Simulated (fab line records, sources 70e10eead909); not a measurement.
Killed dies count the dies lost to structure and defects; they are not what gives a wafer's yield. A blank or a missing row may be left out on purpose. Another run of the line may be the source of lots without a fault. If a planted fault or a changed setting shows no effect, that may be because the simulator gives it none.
fab line records	flow nand-harc
[record] lots = 13	wafers = 39	last-day = 34
route steps=1302 shown A_M0@1158 A_M1@1174 END@1302
lots untouched by any fault: they come from a run of this same line in which no faults occurred
start-h: start of the lot's first displayed wafer, in hours after the record's first day	wait-h: time in hours since the lot's previous step	" repeats the value in the row above	L1.1+2: a row that stands for several wafers	- no value present, or no start provided	* or withheld: withheld	< > ~ a bound
route shown NAME@n: names a module that has steps shown in the file, with the first one's number in the route	usual: mean/standard deviation of fault-free wafers	same: alike in all rows	chamber/n: place in a boat	sites: the reading at each site	_std_site: how widely they spread, as a standard deviation	_edge_site: outer sites' mean less inner sites'	radius-mm: for every site, how far away it sits from the centre of the wafer	mask NAME#n: copy n	behind: tool/chamber where the wafer was last shaped	hold: the reason the lot was held/the length of the hold in hours/how it ended	device: the transistor (n, p or np) that didn't switch	end of line: the same wafers' tests at the end of the route	a step given without rows: its recipe and nothing more	killed: the dies lost at the first sort to structure and to defects; this is not the yield of the wafer	map: per-die view of a wafer (x killed, . not killed, _ where there is no die)
set.NAME: the run value of the setting; set.NAME@STEP: its run value at that earlier step	model.NAME: the simulator's own value behind a step, which no gauge read
the route's steps for a sample of lots (tables are steps, rows are wafers)
services: from which hour (start-h, from the record's first day; less than 0 if before it) a tool's chamber was out of use, for how many hours, and why
[[steps]]
[step NHARC_A_M0_PVD_20]
[recipe] target-thk-a = 50	bias-v = 168.6	power-w = 15000	chamber-pressure-pa = 0.12	time-s = 8.06	substrate-temp-c = 50	material = TaN
[usual] chamber-pressure-pa = 0.11998/0.00024	throttle-valve-pct = 29.8/1.3
lot.wafer	tool	chamber	start-h	wait-h	chamber-pressure-pa	throttle-valve-pct
L681.3	pvd-sputter-03	-	-	-	0.11987	29.3
L681.5	"	-	"	"	0.12001	32.6
L681.6	"	-	"	"	0.12006	29.1
L680.1	pvd-sputter-02	-	-	-	0.11982	28.0
L680.3	"	-	"	"	0.11974	29.4
L680.5	"	-	"	"	0.11985	29.0
L683.4	pvd-sputter-02	-	-	-	0.12	29.6
L683.5	"	-	"	"	0.12012	29.2
L683.6	"	-	"	"	0.12029	29.1
L685.1	pvd-sputter-03	-	-	-	0.1202	30.8
L685.3	"	-	"	"	0.12041	29.4
L685.5	"	-	"	"	0.12022	32.4
L690.1	pvd-sputter-01	-	-	-	0.12013	29.9
L690.2	"	-	"	"	0.11989	31.9
L690.4	"	-	"	"	0.11993	30.0
L694.4	pvd-sputter-01	-	-	-	0.11992	31.8
L694.1	"	-	"	"	0.12031	30.0
L694.2	"	-	"	"	0.11993	30.0
L692.4	pvd-sputter-02	-	-	-	0.12019	29.0
L692.1	"	-	"	"	0.1197	29.3
L692.2	"	-	"	"	0.11986	27.5
L696.4	pvd-sputter-02	-	-	-	0.11999	29.3
L696.6	"	-	"	"	0.11998	28.2
L696.5	"	-	"	"	0.12033	28.9
L695.1	pvd-sputter-01	-	-	-	0.11964	30.0
L695.3	"	-	"	"	0.11973	29.4
L695.2	"	-	"	"	0.11978	29.9
L697.3	pvd-sputter-03	-	-	-	0.12003	30.7
L697.6	"	-	"	"	0.12004	32.0
L697.5	"	-	"	"	0.12004	29.8
L699.2	pvd-sputter-01	-	-	-	0.11996	29.3
L699.1	"	-	"	"	0.11969	30.1
L699.6	"	-	"	"	0.12006	29.4
L700.4	pvd-sputter-02	-	-	-	0.11989	29.2
L700.3	"	-	"	"	0.11993	27.5
L700.5	"	-	"	"	0.11964	29.3
L698.2	pvd-sputter-01	-	-	-	0.11984	30.2
L698.1	"	-	"	"	0.12025	31.8
L698.6	"	-	"	"	0.12004	29.3
[step NHARC_A_M0_PVD_21]
[recipe] target-thk-a = 300	chamber-pressure-pa = 5	power-w = 5000	substrate-temp-c = 30	time-s = 20.49	material = Cu
[usual] chamber-pressure-pa = 4.999/0.01	throttle-valve-pct = 29.8/1.3
lot.wafer	tool	chamber	start-h	wait-h	chamber-pressure-pa	throttle-valve-pct
L681.3	pvd-sputter-03	-	-	-	4.992	32.4
L681.5	"	-	"	"	4.966	29.2
L681.6	"	-	"	"	4.989	32.4
L680.3	pvd-sputter-02	-	-	-	5.006	28.1
L680.1	"	-	"	"	5.005	29.7
L680.5	"	-	"	"	5.004	27.7
L683.4	pvd-sputter-02	-	-	-	4.998	29.0
L683.5	"	-	"	"	4.991	27.9
L683.6	"	-	"	"	5.005	29.6
L685.1	pvd-sputter-03	-	-	-	4.989	31.0
L685.3	"	-	"	"	4.996	29.4
L685.5	"	-	"	"	4.994	28.9
L690.4	pvd-sputter-01	-	-	-	5.012	30.4
L690.2	"	-	"	"	4.991	29.4
L690.1	"	-	"	"	4.993	29.8
L694.4	pvd-sputter-01	-	-	-	5.000	30.1
L694.2	"	-	"	"	5.004	30.3
L694.1	"	-	"	"	4.999	29.5
L692.1	pvd-sputter-02	-	-	-	5.024	28.5
L692.2	"	-	"	"	4.994	29.1
L692.4	"	-	"	"	5.011	29.5
L696.4	pvd-sputter-02	-	-	-	4.996	29.0
L696.5	"	-	"	"	4.998	29.2
L696.6	"	-	"	"	5.009	29.3
L695.1	pvd-sputter-01	-	-	-	5.001	30.0
L695.2	"	-	"	"	4.983	31.8
L695.3	"	-	"	"	4.998	30.2
L697.3	pvd-sputter-03	-	-	-	5.006	29.8
L697.5	"	-	"	"	4.997	30.9
L697.6	"	-	"	"	5.009	29.5
L699.2	pvd-sputter-01	-	-	-	4.993	29.3
L699.1	"	-	"	"	5.001	30.0
L699.6	"	-	"	"	4.988	29.1
L700.4	pvd-sputter-02	-	-	-	4.994	29.2
L700.3	"	-	"	"	4.999	29.2
L700.5	"	-	"	"	4.995	27.4
L698.1	pvd-sputter-01	-	-	-	4.981	29.8
L698.2	"	-	"	"	4.997	29.4
L698.6	"	-	"	"	4.984	29.8
[step NHARC_A_M0_THK_MEAS_24]
[recipe] thk-meas-gauge = xrf
[usual] thk-nm = 114.0/1.5
lot.wafer	tool	chamber	start-h	wait-h	thk-nm
L681.3	film-metro-01	-	573.29	-	112.0
L681.5	"	-	"	"	112.1
L681.6	"	-	"	"	115.6
L680.1	film-metro-02	-	574.02	-	115.9
L680.3	"	-	"	"	113.6
L680.5	"	-	"	"	114.5
L683.4	film-metro-01	-	600.64	-	113.8
L683.5	"	-	"	"	113.4
L683.6	"	-	"	"	114.3
L685.1	film-metro-02	-	604.54	-	112.0
L685.3	"	-	"	"	115.8
L685.5	"	-	"	"	117.4
L690.1	film-metro-01	-	652.67	-	113.2
L690.2	"	-	"	"	113.5
L690.4	"	-	"	"	112.6
L694.1	film-metro-02	-	671.15	-	115.7
L694.2	"	-	"	"	115.3
L694.4	"	-	"	"	113.8
L692.1	film-metro-02	-	672.22	-	111.8
L692.2	"	-	"	"	114.2
L692.4	"	-	"	"	112.8
L696.4	film-metro-02	-	704.88	-	114.7
L696.5	"	-	"	"	115.0
L696.6	"	-	"	"	115.7
L695.1	film-metro-01	-	707.43	-	114.8
L695.2	"	-	"	"	116.2
L695.3	"	-	"	"	114.0
L697.3	film-metro-01	-	732.58	-	113.9
L697.5	"	-	"	"	113.0
L697.6	"	-	"	"	114.3
L699.1	film-metro-02	-	754.57	-	114.4
L699.2	"	-	"	"	114.6
L699.6	"	-	"	"	113.5
L700.3	film-metro-02	-	758.80	-	113.7
L700.4	"	-	"	"	113.4
L700.5	"	-	"	"	113.4
L698.1	film-metro-02	-	759.49	-	116.1
L698.2	"	-	"	"	114.5
L698.6	"	-	"	"	116.3
[step NHARC_A_M1_SOFTBAKE_04]
[recipe] temp-c = 105	time-s = 55
[usual] chill-plate-temp-C = 23.00/0.12	heater-power-total-W = 188.46/0.15
lot.wafer	tool	chamber	start-h	wait-h	chill-plate-temp-C	heater-power-total-W
L681.3	litho-track-04	0	574	-	22.97	188.77
L681.5	"	0	"	"	22.83	188.31
L681.6	"	0	"	"	22.96	188.43
L680.1	litho-track-04	0	575	-	22.80	188.45
L680.3	"	0	"	"	22.99	188.46
L680.5	"	0	"	"	22.90	188.59
L683.4	litho-track-04	0	601	-	23.15	218.37
L683.5	"	0	602	-	22.95	218.65
L683.6	"	0	"	"	22.92	218.78
L685.1	litho-track-04	0	605	-	22.98	218.31
L685.3	"	0	"	"	22.86	218.72
L685.5	"	0	"	"	22.96	218.49
L690.1	litho-track-01	0	653	-	23.02	188.71
L690.2	"	0	"	"	23.21	188.30
L690.4	"	0	"	"	22.91	188.50
L694.1	litho-track-04	0	672	-	22.83	188.46
L694.2	"	0	"	"	22.88	188.81
L694.4	"	0	"	"	22.98	188.38
L692.1	litho-track-04	0	673	-	22.98	188.33
L692.2	"	0	"	"	23.04	188.41
L692.4	"	0	"	"	23.03	188.43
L696.4	litho-track-01	0	706	-	23.05	188.61
L696.5	"	0	"	"	22.91	188.28
L696.6	"	0	"	"	23.03	188.25
L695.1	litho-track-04	0	708	-	22.89	188.28
L695.2	"	0	"	"	22.96	188.53
L695.3	"	0	"	"	22.90	188.48
L697.3	litho-track-06	0	733	-	23.14	188.30
L697.5	"	0	"	"	23.13	188.28
L697.6	"	0	"	"	23.02	188.54
L699.1	litho-track-04	0	755	-	23.10	188.40
L699.2	"	0	"	"	23.08	188.34
L699.6	"	0	"	"	23.12	188.37
L700.3	litho-track-04	0	759	-	22.91	188.33
L700.4	"	0	"	"	22.98	188.65
L700.5	"	0	"	"	23.18	188.39
L698.1	litho-track-04	0	760	-	23.07	188.43
L698.2	"	0	"	"	22.92	188.35
L698.6	"	0	"	"	22.93	188.57
[step NHARC_A_M1_CD_MEAS_09]
[recipe] target-cd-nm = 120	landing-energy-ev = 500
[usual] cd-nm = 120.0/0.64
lot.wafer	tool	chamber	start-h	wait-h	cd-nm
L681.3	cd-sem-02	0	574.85	-	120.0
L681.5	"	0	"	"	120.5
L681.6	"	0	"	"	119.2
L680.1	cd-sem-02	0	575.55	-	121.0
L680.3	"	0	"	"	120.9
L680.5	"	0	"	"	120.4
L683.4	cd-sem-02	0	602.43	-	117.3
L683.5	"	0	"	"	117.6
L683.6	"	0	"	"	117.1
L685.1	cd-sem-03	0	605.96	-	119.1
L685.3	"	0	"	"	118.5
L685.5	"	0	"	"	117.7
L690.1	cd-sem-01	0	654.22	-	120.9
L690.2	"	0	"	"	120.7
L690.4	"	0	"	"	119.4
L694.1	cd-sem-03	0	672.68	-	119.8
L694.2	"	0	"	"	121.4
L694.4	"	0	"	"	119.8
L692.1	cd-sem-03	0	673.65	-	120.2
L692.2	"	0	"	"	120.0
L692.4	"	0	"	"	120.0
L696.4	cd-sem-02	0	706.31	-	119.8
L696.5	"	0	"	"	118.6
L696.6	"	0	"	"	119.8
L695.1	cd-sem-01	0	708.98	-	120.5
L695.2	"	0	"	"	120.9
L695.3	"	0	"	"	120.1
L697.3	cd-sem-01	0	734.13	-	119.2
L697.5	"	0	"	"	120.2
L697.6	"	0	"	"	120.1
L699.1	cd-sem-01	0	756.12	-	119.5
L699.2	"	0	"	"	119.9
L699.6	"	0	"	"	120.8
L700.3	cd-sem-01	0	760.35	-	119.8
L700.4	"	0	"	"	121.0
L700.5	"	0	"	"	120.3
L698.1	cd-sem-02	0	760.89	-	120.8
L698.2	"	0	"	"	120.5
L698.6	"	0	"	"	120.4
[step NHARC_END_SORT_01]
[recipe] temp-c = 25
[usual] defect-limited-yield = 91.0/2.6	killed-at-array = 57/17	killed-at-other = 0.5/0.82	killed-at-periphery = 4.0/2.8	killed-dies = 61/18	killed-open = 2.9/2	killed-short = 2.3/1.7
[same] gross-dies = 677
lot.wafer	tool	chamber	start-h	wait-h	defect-limited-yield[%]	killed-at-array	killed-at-other	killed-at-periphery	killed-dies	killed-open	killed-short
L683.4	prober-01	0	640.45	3.4	95.9	26	0	2	28	3	1
L683.5	prober-01	0	641.26	3.7	96.2	25	0	1	26	0	0
L683.6	prober-01	0	642.07	4.0	95.1	30	0	3	33	1	2
L685.1	prober-02	0	645.84	2.5	90.3	63	2	1	66	1	0
L685.3	prober-02	0	647.44	3.1	87.9	78	2	2	82	6	7
L685.5	prober-02	0	649.04	3.7	88.6	75	2	0	77	2	3
L690.1	prober-01	0	686.13	2.5	94.7	26	2	8	36	2	3
L690.2	prober-01	0	686.93	2.8	95.4	23	1	7	31	2	3
L690.4	prober-01	0	688.53	3.4	96.6	16	0	7	23	0	2
L692.1	prober-01	0	710.12	2.5	93.4	43	0	2	45	5	5
L692.2	prober-01	0	710.93	2.8	92.9	45	0	3	48	2	4
L692.4	prober-01	0	712.56	3.4	90.5	60	1	3	64	5	4
// killed by level:class
L683.4 A_CHANNEL_HOLE_D2:chamber-film-flake=14 A_CONTACT:chamber-film-flake=5 A_STAIRCASE:chamber-film-flake=2 A_CHANNEL_HOLE_D2:geometric-particle:short=1 A_CHANNEL_FILL_D2:geometric-particle:open=1 A_CONTACT:geometric-particle:open=1 A_M0:geometric-particle:open=1 P_ZERO_WELL:chamber-film-flake=1
L683.5 A_CHANNEL_HOLE_D2:chamber-film-flake=15 A_CONTACT:chamber-film-flake=6 A_CHANNEL_HOLE_D1:chamber-film-flake=2 A_CHANNEL_FILL_D2:chamber-film-flake=2 P_M2:chamber-film-flake=1
L683.6 A_CHANNEL_HOLE_D2:chamber-film-flake=9 A_CHANNEL_HOLE_D1:chamber-film-flake=6 A_CONTACT:chamber-film-flake=6 A_DECK1_JOINT:chamber-film-flake=3 P_ZERO_WELL:chamber-film-flake=2 A_STAIRCASE:chamber-film-flake=2 P_CONTACT:geometric-particle:open=1 A_CHANNEL_HOLE_D2:geometric-particle:short=1
L685.1 A_CHANNEL_HOLE_D2:chamber-film-flake=35 A_CHANNEL_HOLE_D1:chamber-film-flake=18 A_CONTACT:chamber-film-flake=7 THIN_TSV:chamber-film-flake=2 A_CHANNEL_FILL_D1:geometric-particle:open=1 P_GATE:chamber-film-flake=1 A_ZERO_WELL:chamber-film-flake=1 A_STAIRCASE:chamber-film-flake=1
L685.3 A_CHANNEL_HOLE_D2:chamber-film-flake=32 A_CHANNEL_HOLE_D1:chamber-film-flake=23 A_CHANNEL_FILL_D2:chamber-film-flake=3 A_CHANNEL_FILL_D1:chamber-film-flake=2 A_WL_FILL:chamber-film-flake=2 A_CONTACT:chamber-film-flake=2 THIN_TSV:chamber-film-flake=2 A_SOURCE_PLATE:geometric-particle:open=1
L685.5 A_CHANNEL_HOLE_D2:chamber-film-flake=25 A_CHANNEL_HOLE_D1:chamber-film-flake=25 A_CONTACT:chamber-film-flake=12 A_CHANNEL_FILL_D1:chamber-film-flake=2 A_STAIRCASE:chamber-film-flake=2 A_WL_FILL:chamber-film-flake=2 THIN_TSV:chamber-film-flake=2 A_ONON_D1:geometric-particle:open=1
L690.1 A_CHANNEL_HOLE_D1:chamber-film-flake=11 A_CONTACT:chamber-film-flake=5 P_STI:chamber-film-flake=3 P_CONTACT:chamber-film-flake=2 A_DECK1_JOINT:chamber-film-flake=2 A_STAIRCASE:chamber-film-flake=2 A_SLIT:chamber-film-flake=2 P_GATE:geometric-particle:short=1
L690.2 A_CHANNEL_HOLE_D1:chamber-film-flake=9 A_SLIT:chamber-film-flake=4 A_CONTACT:chamber-film-flake=4 P_STI:chamber-film-flake=3 P_M0:geometric-particle:open=2 P_BONDPAD:chamber-film-flake=2 A_DECK1_JOINT:chamber-film-flake=2 A_CHANNEL_FILL_D1:geometric-particle:short=1
L690.4 A_CHANNEL_HOLE_D1:chamber-film-flake=8 P_CONTACT:chamber-film-flake=3 A_BLC:chamber-film-flake=3 P_STI:chamber-film-flake=2 P_BONDPAD:chamber-film-flake=2 A_CHANNEL_HOLE_D1:geometric-particle:short=1 A_ONON_D2:geometric-particle:short=1 A_CHANNEL_FILL_D2:chamber-film-flake=1
L692.1 A_CHANNEL_HOLE_D2:chamber-film-flake=19 A_CHANNEL_HOLE_D1:chamber-film-flake=7 A_DECK1_JOINT:geometric-particle:short=2 A_CHANNEL_FILL_D1:chamber-film-flake=2 A_SLIT:chamber-film-flake=2 A_SOURCE_PLATE:geometric-particle:short=1 A_CHANNEL_HOLE_D1:geometric-particle:open=1 A_ONON_D2:geometric-particle:open=1
L692.2 A_CHANNEL_HOLE_D2:chamber-film-flake=26 A_CHANNEL_HOLE_D1:chamber-film-flake=5 A_SLIT:chamber-film-flake=4 P_STI:chamber-film-flake=3 A_WL_FILL:geometric-particle:open=2 A_CHANNEL_FILL_D1:chamber-film-flake=2 A_ONON_D1:geometric-particle:short=1 A_CHANNEL_FILL_D1:geometric-particle:short=1
L692.4 A_CHANNEL_HOLE_D2:chamber-film-flake=24 A_CHANNEL_HOLE_D1:chamber-film-flake=13 A_SLIT:chamber-film-flake=6 A_CHANNEL_FILL_D1:chamber-film-flake=4 A_STAIRCASE:chamber-film-flake=3 A_CONTACT:chamber-film-flake=3 P_CONTACT:geometric-particle:open=2 A_WL_FILL:geometric-particle:short=2
[[services]]
tool	chamber	start-h	hours	kind
litho-track-04	-	553.00	7.0	pm
pvd-sputter-02	-	554.03	4.9	repair
pvd-sputter-01	-	563.71	6.7	repair
pvd-sputter-01	-	582.04	10.0	pm
pvd-sputter-03	-	591.39	1.1	repair
pvd-sputter-02	-	638.00	10.0	pm
litho-track-01	-	680.00	7.0	pm
pvd-sputter-02	-	699.73	1.8	repair
litho-track-06	-	704.00	7.0	pm
pvd-sputter-03	-	704.06	10.0	pm
litho-track-04	-	728.00	7.0	pm
pvd-sputter-03	-	758.37	3.6	repair
pvd-sputter-01	-	760.04	10.0	pm
[[key]]
[first-sign] step = NHARC_A_M1_SOFTBAKE_04	reading = heater-power-total-W	direction = up	sigmas = 99+	usual = *	struck = *
[effect] step = NHARC_A_M1_CD_MEAS_09	reading = cd-nm	direction = down	sigmas = 3.3	usual = 120.0	struck = 117.9	through = control-loop
met-at NHARC_A_M1_SOFTBAKE_04
struck-lots L683,L685
[loop-trim] step = NHARC_A_M1_EXPOSE_06	setting = dose	lots = L685
not-acting-at NHARC_A_M0_PVD_20,NHARC_A_M0_PVD_21,NHARC_A_M0_THK_MEAS_24
onset-between 575 601
[fault] kind = process-parameter-drift	tool = litho-track-04	chamber = -	onset-h = 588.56	steps = NHARC_A_M1_SOFTBAKE_04	channel = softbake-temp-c	offset = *	shape = step	end-h = 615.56	acts-in = *	stated = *
// loop-trim: a control loop set the setting to another value than it would have without faults
